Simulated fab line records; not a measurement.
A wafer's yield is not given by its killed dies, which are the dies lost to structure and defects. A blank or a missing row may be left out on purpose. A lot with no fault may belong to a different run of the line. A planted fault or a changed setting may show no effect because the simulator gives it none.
A struck lot beside a sound one    flow nand-harc    15 out of 1302 route steps
Sound: wafers L911.2, L911.4, L911.5. The struck wafers were L922.1, L922.4, L922.5. The cause comes at the end.
Per side, at each step with rows, come the tool, then ch with its chambers, and then its first start. Under that, the readings that differ: sound wafers    struck wafers    difference of the means    sigmas: that difference in standard deviations of wafers without a fault.
alike: same words and numbers on both sides, and readings whose means sit less than 2 such deviations apart. not compared: any withheld reading, any reading some wafer has no value for, any bound like >300 that may hide the same value, and any number with overlapping values for which the record gives no deviation.
Wherever a step has rows on one side only, a row that says differs or no value, or a row with sigmas, the two part there. Non-overlapping numbers with no deviation appear without sigmas and do not part them. Lack of a reading on every wafer of one side parts them only where that side has two or more wafers.

first, 3 steps without rows for these wafers: NHARC_P_BONDPAD_EXPOSE_06 (exposes mask P BPAD); NHARC_P_BONDPAD_PEB_07 (peb time 80 s); NHARC_P_BONDPAD_DEVELOP_08 (time 50 s).
NHARC_P_BONDPAD_CD_MEAS_09: target cd 500 nm.
  sound on cd-sem-01 ch 0, day 6 19:34; struck on cd-sem-02 ch 0, day 11 08:09
  alike: cd-nm
NHARC_P_BONDPAD_OVL_MEAS_38:
  sound on overlay-02, day 6 19:40; struck on overlay-02, day 11 08:14
  alike: overlay-x-nm, overlay-y-nm
then, 1 step without rows for these wafers: NHARC_P_BONDPAD_HARDBAKE_10 (time 65 s).
NHARC_P_BONDPAD_DESCUM_11: chemistry O2, time 3 s.
  sound on rie-diel-12 ch 1,2,3, day 6 19:48; struck on rie-diel-12 ch 1,2, day 11 08:22
  alike: drypump-motor-current-A, mfc-ar-sccm, oes-product-au, rf-vpp-V, showerhead-plenum-p-Torr, throttle-valve-pct
  not compared: rf-hours-counter-h
then, 1 step without rows for these wafers: NHARC_P_BONDPAD_ETCH_37 (etches the open film in N2/H2, target depth 60 nm, overetch 18 nm, time 65.91 s).
NHARC_P_BONDPAD_ETCH_12: etches the open film in CHF3/O2, target depth 200 nm, time 100 s.
  sound on rie-diel-12 ch 0,1,3; struck on rie-diel-12 ch 0,1
  alike: drypump-motor-current-A, mfc-ar-sccm, oes-product-au, rf-vpp-V, showerhead-plenum-p-Torr, throttle-valve-pct
  not compared: rf-hours-counter-h
NHARC_P_BONDPAD_CD_MEAS_13:
  sound on cd-sem-03, day 6 20:06; struck on cd-sem-03, day 11 08:40
  alike: cd-nm
NHARC_P_BONDPAD_STRIP_15: strips in O2.
  sound on rie-diel-03 ch 0,1, day 6 20:10; struck on rie-diel-03 ch 1,3, day 11 08:45
  alike: chamber-pressure-mTorr, drypump-motor-current-A, mfc-ar-sccm, oes-product-au, rf-vpp-V, showerhead-plenum-p-Torr, throttle-valve-pct
  not compared: rf-hours-counter-h
NHARC_P_BONDPAD_ETCH_24: etches the open film in CF4/N2, target depth 30 nm, time 72.99 s.
  sound on rie-diel-03 ch 0,2,3; struck on rie-diel-03 ch 0,2,3
  alike: cf4-flow-sccm, drypump-motor-current-A, mfc-ar-sccm, oes-product-au, rf-vpp-V, showerhead-plenum-p-Torr, throttle-valve-pct
  not compared: rf-hours-counter-h
NHARC_P_BONDPAD_STRIP_16: strips in post etch residue remover, time 600 s.
  sound on wet-bench-08 ch 0,1,3, day 6 20:28; struck on wet-bench-08 ch 1,3,5, day 11 09:02
  no value came back on the struck wafers for bath-heat-duty-pct (%), run-length-s (s), temp-c (C); on the sound wafers bath-heat-duty-pct (%) reads 13.2 13.3 13.0
NHARC_P_BONDPAD_DEGAS_25: time 60 s.
  sound on pvd-sputter-01, day 6 20:46; struck on pvd-sputter-02, day 11 09:17
  alike: heater-power-w
-- record jumps: 18 days between struck wafers' starts before vs after; left off in module P_BONDPAD, resumes in module END, first step shown is number 1302 of the route --
NHARC_END_SORT_01:
  sound on prober-01 ch 0, day 24 22:59; struck on prober-02 ch 0, day 29 02:29
reading                   sound     struck    difference  sigmas
defect-limited-yield (%)  87 86 86  94 94 93  +7          +2
killed-at-array           79 83 84  36 39 42  -43         -2
killed-dies               88 92 92  41 42 45  -48         -2
  alike: killed-at-other, killed-at-periphery, killed-open, killed-short

== WHERE THEY PART ==
First at NHARC_P_BONDPAD_STRIP_16; last, within this record, at NHARC_END_SORT_01.

WHY: whatever the simulator had introduced
Entire step skipped (wet-bench-08, NHARC_P_BONDPAD_STRIP_16), from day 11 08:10 onward. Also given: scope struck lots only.
